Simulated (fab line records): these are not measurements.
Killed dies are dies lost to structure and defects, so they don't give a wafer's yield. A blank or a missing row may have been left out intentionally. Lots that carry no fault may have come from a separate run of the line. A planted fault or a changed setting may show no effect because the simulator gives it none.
Lot-split experiment + flow n5-finfet + route with 1938 steps; 7 lots, 39 wafers read

THE SPLIT ITSELF
At N5_DUMMY_GATE_ETCH_31 (etches SiO2 in C4F6/O2, target depth 82.5 nm, time 27.5 s), the setting target-depth-a was moved away from the recipe's 825 angstrom on 12 of the 39 wafers read, by -11.9% to +9.5%. All remaining wafers had this setting at the recipe value.

Reading taken at the split's own step.

THE READING
SOC_of_DUMMY_GATE_COAT_34.thk-nm (the simulator's own value, which no gauge read), in nm, at N5_DUMMY_GATE_ETCH_31 (etches SiO2 in C4F6/O2, target depth 82.5 nm, time 27.5 s). No usual value for it is given in the file. Average 51.7 nm, standard deviation 0.22 nm, over the 27 wafers here run with the recipe.

| wafer  | tool, chamber at the split | target-depth-a as run, angstrom | against the recipe | SOC_of_DUMMY_GATE_COAT_34.thk-nm, nm | against lot-mates on the recipe |
|--------|----------------------------|---------------------------------|--------------------|--------------------------------------|---------------------------------|
| L075.1 | rie-diel-05, 1             | 825                             | recipe             | 51.6                                 | -                               |
| L075.2 | rie-diel-05, 2             | 825                             | recipe             | 51.8                                 | -                               |
| L075.3 | rie-diel-05, 3             | 825                             | recipe             | 51.6                                 | -                               |
| L075.4 | rie-diel-05, 1             | 825                             | recipe             | 51.8                                 | -                               |
| L075.5 | rie-diel-05, 2             | 825                             | recipe             | 52                                   | -                               |
| L075.6 | rie-diel-05, 3             | 825                             | recipe             | 51.4                                 | -                               |
| L076.1 | rie-diel-05, 0             | 825                             | recipe             | 51.6                                 | -                               |
| L076.2 | rie-diel-05, 3             | 825                             | recipe             | 51.8                                 | -                               |
| L076.3 | rie-diel-05, 1             | 825                             | recipe             | 51.8                                 | -                               |
| L076.4 | rie-diel-05, 0             | 825                             | recipe             | 52                                   | -                               |
| L076.5 | rie-diel-05, 3             | 825                             | recipe             | 51.8                                 | -                               |
| L076.6 | rie-diel-05, 1             | 825                             | recipe             | 51.8                                 | -                               |
| L080.1 | rie-diel-06, 2             | 856.8                           | +3.9%              | 51.4                                 | -0.4                            |
| L080.2 | rie-diel-06, 3             | 825                             | recipe             | 51.6                                 | -                               |
| L080.3 | rie-diel-06, 1             | 856.8                           | +3.9%              | 51.6                                 | -0.2                            |
| L080.4 | rie-diel-06, 0             | 856.8                           | +3.9%              | 51.4                                 | -0.4                            |
| L080.5 | rie-diel-06, 3             | 825                             | recipe             | 51.8                                 | -                               |
| L080.6 | rie-diel-06, 2             | 825                             | recipe             | 52                                   | -                               |
| L081.1 | rie-diel-05, 3             | 727.1                           | -11.9%             | 52.6                                 | +1.1                            |
| L081.2 | rie-diel-05, 2             | 727.1                           | -11.9%             | 52.8                                 | +1.3                            |
| L081.3 | rie-diel-05, 0             | 825                             | recipe             | 51.6                                 | -                               |
| L081.4 | rie-diel-05, 1             | 825                             | recipe             | 51.4                                 | -                               |
| L081.5 | rie-diel-05, 0             | 727.1                           | -11.9%             | 52.8                                 | +1.3                            |
| L081.6 | rie-diel-05, 3             | 825                             | recipe             | 51.6                                 | -                               |
| L091.1 | rie-diel-02, 0             | 903.4                           | +9.5%              | 50.8                                 | -0.6                            |
| L091.2 | rie-diel-02, 2             | 903.4                           | +9.5%              | 50.6                                 | -0.8                            |
| L091.3 | rie-diel-02, 1             | 903.4                           | +9.5%              | 51                                   | -0.4                            |
| L091.4 | rie-diel-02, 3             | 825                             | recipe             | 51.4                                 | -                               |
| L091.5 | rie-diel-02, 3             | 825                             | recipe             | 51.4                                 | -                               |
| L091.6 | rie-diel-02, 0             | 825                             | recipe             | 51.4                                 | -                               |
| L094.1 | rie-diel-02, 1             | 753.1                           | -8.7%              | 52.2                                 | +0.9                            |
| L094.2 | rie-diel-02, 2             | 825                             | recipe             | 51.2                                 | -                               |
| L094.3 | rie-diel-02, 3             | 825                             | recipe             | 51.4                                 | -                               |
| L094.4 | rie-diel-02, 0             | 753.1                           | -8.7%              | 52.4                                 | +1.1                            |
| L094.5 | rie-diel-02, 2             | 825                             | recipe             | 51.4                                 | -                               |
| L094.6 | rie-diel-02, 1             | 753.1                           | -8.7%              | 52.2                                 | +0.9                            |
| L097.1 | rie-diel-02, 2             | 825                             | recipe             | 51.8                                 | -                               |
| L097.4 | rie-diel-02, 0             | 825                             | recipe             | 52                                   | -                               |
| L097.6 | rie-diel-02, 1             | 825                             | recipe             | 51.8                                 | -                               |

THE FIT
A straight line over all 39 wafers: SOC_of_DUMMY_GATE_COAT_34.thk-nm changes by -0.0837 nm for each +1% of target-depth-a; r = -0.90; the points scatter about the line by 0.21 nm.
The same after taking each lot's own level away (the mean of its wafers on the recipe; 39 wafers): -0.0903 nm for each +1%; r = -0.95; scatter 0.15 nm.
On that fit, the largest move of target-depth-a shifts the reading by 1.1 nm.
Across the lots, their own levels run from 51.33 to 51.87 nm, a range of 2.4 times the standard deviation given above.
Consequently the slope shifts little with the lot-to-lot level, the two slopes agreeing.
Check: with one of the wafers moved furthest among these (-11.9%) left out of the fit, the line predicts +1.12 nm for it against its lot-mates. Against them it came out at +1.07 nm.

OTHER SPLITS ON THESE WAFERS
These wafers also went through other splits before the reading. Each is held against what the fit with the lots' levels taken away leaves over:
| other split on the same wafers  | wafers away from the commonest value | r with SOC_of_DUMMY_GATE_COAT_34.thk-nm (lot level and that fit taken away) |
|---------------------------------|--------------------------------------|-----------------------------------------------------------------------------|
| N5_WELL_APT_EPI_41 target-thk-a | 15                                   | -0.03                                                                       |
| N5_DUMMY_GATE_ETCH_37 source-w  | 15                                   | -0.41                                                                       |

THE WHOLE CHAIN: every reading that the file lists as answering this split, in the file's order
| step                  | what it does                                              | reading                                                                           | change (the file's fit)                | r (the file's) |
|-----------------------|-----------------------------------------------------------|-----------------------------------------------------------------------------------|----------------------------------------|----------------|
| N5_DUMMY_GATE_ETCH_31 | etches SiO2 in C4F6/O2, target depth 82.5 nm, time 27.5 s | etch.depth-nm (the simulator's own value, which no gauge read)                    | +0.857 nm for each +1% of the setting  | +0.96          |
| N5_DUMMY_GATE_ETCH_31 | etches SiO2 in C4F6/O2, target depth 82.5 nm, time 27.5 s | SOC_of_DUMMY_GATE_COAT_34.thk-nm (the simulator's own value, which no gauge read) | -0.0912 nm for each +1% of the setting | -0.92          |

FILE'S OWN FIT
SOC_of_DUMMY_GATE_COAT_34.thk-nm changes by -0.0912 nm for each +1% of target-depth-a, r = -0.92.
